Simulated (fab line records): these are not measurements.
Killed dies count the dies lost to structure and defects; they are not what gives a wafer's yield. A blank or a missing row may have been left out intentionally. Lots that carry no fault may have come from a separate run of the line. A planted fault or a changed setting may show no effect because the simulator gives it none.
Comparing a struck lot with a sound one :: flow nand harc :: 22 steps out of a route of 1159
Sound: the wafers L172.2, L172.3, L172.5. Struck: wafers L179.3, L179.4, L179.6. The cause is given at the end.
Order at every step that has rows: each side's tool, ch and its chambers, its first start. Under that, the readings that differ: sound wafers :: struck wafers :: difference of the means :: sigmas: that difference in standard deviations of wafers without a fault.
alike: readings with means less than 2 such deviations apart, plus words and numbers identical on both sides. not compared: withheld readings, readings lacking a value on some wafer, bounds such as >300 that could conceal the same value, and numbers that have no deviation in the record and whose values overlap.
The two part at a step that has a row with sigmas, a row that says differs or no value, or rows on one side only. Non-overlapping numbers with no deviation appear without sigmas and do not part them. A reading missing from all wafers of one side parts the sides only when that side holds two or more wafers.

NHARC_A_BLC_CVD_24: deposits W, target thk 150 nm, time 434 s.
  sound on cvd w-01 ch 0,1; struck on cvd w-02 ch 0,1
  alike: chamber pressure Torr, heater power w, mfc ar sccm, throttle valve pct
NHARC_A_BLC_CMP_25: polishes, t overpolish 30 s, target thk 150 nm.
  sound on cmp-02 ch 1,2, day 20 01:43; struck on cmp-02 ch 1,2, day 21 06:57
  alike: motor current A, overpolish run s, time to endpoint s
then, 1 step without rows for these wafers: NHARC_A_BLC_SRD_27.
NHARC_A_BLC_INSPECT_28:
  sound on defect inspect-02, day 20 02:07; struck on defect inspect-01, day 21 07:22
  alike: raw defect count
then, 7 steps without rows for these wafers: NHARC_A_M0_DEP_00 (deposits SiOC, target thk 150 nm); NHARC_A_M0_DEHYDRATE_01 (time 120 s); NHARC_A_M0_HMDS_02 (time 30 s); NHARC_A_M0_COAT_33 (time 65 s); NHARC_A_M0_COAT_03 (resist thk 90 nm); NHARC_A_M0_SOFTBAKE_04 (time 55 s); NHARC_A_M0_EBR_05.
NHARC_A_M0_EXPOSE_06: exposes mask A M0, target cd 80 nm.
  sound on arfi scanner-02 ch 0, day 20 02:58; struck on arfi scanner-02 ch 0, day 21 08:10
reading: exposure dose mJ cm2
sound: 83.21 83.26 83.24
struck: 79.90 79.89 79.95
difference: -3.32
sigmas: -40
  alike: mask
then, 2 steps without rows for these wafers: NHARC_A_M0_PEB_07 (peb time 65 s); NHARC_A_M0_DEVELOP_08 (develop time 35 s).
NHARC_A_M0_CD_MEAS_09: target cd 80 nm.
  sound on cd sem-01 ch 0, day 20 03:07; struck on cd sem-02 ch 0, day 21 08:18
reading: cd nm (nm)
sound: 81.6 80.7 80.1
struck: 76.6 76.7 77.4
difference: -3.9
sigmas: -6
NHARC_A_M0_OVL_MEAS_10: pitch 160 nm.
  sound on overlay-01, day 20 03:12; struck on overlay-01, day 21 08:23
  alike: overlay x nm, overlay y nm
NHARC_A_M0_INSPECT_11:
  sound on defect inspect-01, day 20 03:14; struck on defect inspect-02, day 21 08:25
  alike: raw defect count
NHARC_A_M0_DESCUM_14: chemistry O2, time 3 s.
  sound on rie diel-02 ch 0,3, day 20 03:19; struck on rie diel-02 ch 0,2, day 21 08:29
reading: model.A_M0.cd nm (nm)
sound: 81.66 80.79 80.91
struck: 76.45 77.02 77.21
difference: -4.23
sigmas: 
  alike: drypump motor current A, mfc ar sccm, oes product au, rf vpp V, showerhead plenum p Torr, throttle valve pct
  not compared: rf hours counter h
NHARC_A_M0_ETCH_34: etches the open film in N2/H2, target depth 40 nm, overetch 12 nm, time 43.94 s.
  sound on rie diel-02 ch 0,1,3, day 20 03:23; struck on rie diel-02 ch 0,1,3, day 21 08:34
  alike: drypump motor current A, mfc ar sccm, n2 flow sccm, oes product au, rf vpp V, showerhead plenum p Torr, throttle valve pct
  not compared: rf hours counter h
NHARC_A_M0_ETCH_15: etches the open film in C4F8/Ar, target depth 150 nm, overetch 15 nm, time 82.5 s.
  sound on rie diel-02 ch 1,2,3; struck on rie diel-02 ch 0,3
reading: model.A_M0.cd nm (nm)
sound: 81.83 80.81 80.77
struck: 76.29 76.82 77.41
difference: -4.30
sigmas: 
  alike: oes product au, rf vpp V
  not compared: rf hours counter h
NHARC_A_M0_CD_MEAS_16:
  sound on cd sem-02, day 20 03:36; struck on cd sem-03, day 21 08:47
reading: cd nm (nm)
sound: 81.7 80.9 80.8
struck: 76.0 76.8 77.4
difference: -4.4
sigmas: -6
-- jump in the record: it breaks off in module A_M0 and resumes in module END (first step shown: number 1159 of the route), and 2 days separate the struck wafers' starts before and after --
NHARC_END_SORT_01:
  at this point the record logs the struck wafers (prober-02 ch 0, day 23 12:04) and has no rows for the sound ones

WHERE THEY PART
Last at NHARC_END_SORT_01 as far as this record goes, first at NHARC_A_M0_EXPOSE_06.

WHY: the cause the simulator had injected
Process parameters drifting: arfi scanner-02 at NHARC_A_M0_EXPOSE_06, beginning at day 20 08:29. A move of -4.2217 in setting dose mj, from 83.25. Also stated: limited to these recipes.
